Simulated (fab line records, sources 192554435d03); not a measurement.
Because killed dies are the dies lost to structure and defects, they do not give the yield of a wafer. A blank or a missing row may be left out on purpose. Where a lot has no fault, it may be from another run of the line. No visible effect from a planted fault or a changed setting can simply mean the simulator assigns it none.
Split-lot study	flow n5 finfet	21 wafers read from 7 lots, route of 1938 steps

SPLIT DETAILS
At N5_BEOL_M7_EXPOSE_25 (exposes mask V6, target cd 40 nm), the setting dose mj was moved away from the recipe's 42.5 on 7 of the 21 wafers read, by +3.6% to +6.6%. All remaining wafers had this setting at the recipe value.

FROM THE SPLIT TO THE READING: what the file shows between them, 2 steps
- N5_BEOL_M7_PEB_26: peb time 60 s
- N5_BEOL_M7_DEVELOP_27: develop time 30 s

THE READING
cd nm at N5_BEOL_M7_CD_MEAS_28, given in nm (cd target 40 nm). A value of 39.98 nm with a standard deviation of 0.22 nm is what fault-free wafers of this fab line usually give.

wafer	tool, chamber at the split	dose mj as run	against the recipe	cd nm, nm	against lot-mates on the recipe
L080.2	euv scanner-01, 0	42.5	recipe	40.09	-
L080.3	euv scanner-01, 0	44.05	+3.6%	40.52	+0.43
L080.4	euv scanner-01, 0	44.05	+3.6%	40.71	+0.62
L081.1	euv scanner-01, 0	42.5	recipe	39.97	-
L081.4	euv scanner-01, 0	44.7	+5.2%	41.07	+1.01
L081.5	euv scanner-01, 0	42.5	recipe	40.16	-
L085.1	euv scanner-01, 0	42.5	recipe	39.86	-
L085.2	euv scanner-01, 0	42.5	recipe	39.78	-
L085.5	euv scanner-01, 0	42.5	recipe	40.19	-
L086.2	euv scanner-01, 0	45.32	+6.6%	40.98	+1.19
L086.4	euv scanner-01, 0	42.5	recipe	40.10	-
L086.6	euv scanner-01, 0	42.5	recipe	39.48	-
L089.3	euv scanner-01, 0	44.26	+4.1%	40.65	+0.82
L089.4	euv scanner-01, 0	42.5	recipe	39.83	-
L089.6	euv scanner-01, 0	44.26	+4.1%	40.77	+0.94
L088.3	euv scanner-01, 0	42.5	recipe	39.65	-
L088.4	euv scanner-01, 0	42.5	recipe	39.61	-
L088.5	euv scanner-01, 0	44.21	+4.0%	40.82	+1.19
L097.1	euv scanner-02, 0	42.5	recipe	39.65	-
L097.3	euv scanner-02, 0	42.5	recipe	40.06	-
L097.6	euv scanner-02, 0	42.5	recipe	39.67	-

THE FIT
A straight line over all 21 wafers: cd nm changes by +0.201 nm for each +1% of dose mj; r = +0.91; the points scatter about the line by 0.21 nm.
The same after taking each lot's own level away (the mean of its wafers on the recipe; 21 wafers): +0.196 nm for each +1%; r = +0.92; scatter 0.19 nm.
On that fit, the largest move of dose mj shifts the reading by 1.3 nm.
From 39.630 to 40.090 nm: that is the span of the lots' own levels, equal to 2.1 times the standard deviation above.
Consequently the slope shifts little with the lot-to-lot level, the two slopes agreeing.
Check: with one of the wafers moved furthest among these (+6.6%) left out of the fit, the line predicts +1.35 nm for it against its lot-mates. Against them it came out at +1.19 nm.

OTHER SPLITS APPLIED TO THESE WAFERS
These wafers also went through other splits before the reading. Each is held against what the fit with the lots' levels taken away leaves over:
other split on the same wafers	wafers away from the commonest value	r with cd nm (lot level and that fit taken away)
N5_BEOL_M4_EXPOSE_08 dose mj	4	+0.25
N5_BEOL_M6_HM_DEP_02 target thk a	6	+0.11
N5_BEOL_M6_EXPOSE_25 dose mj	7	+0.12
N5_BEOL_M6_ETCH_66 bias w	10	-0.30

THE FILE'S OWN FIT
cd nm changes by +0.2 nm for each +1% of dose mj, r = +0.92.
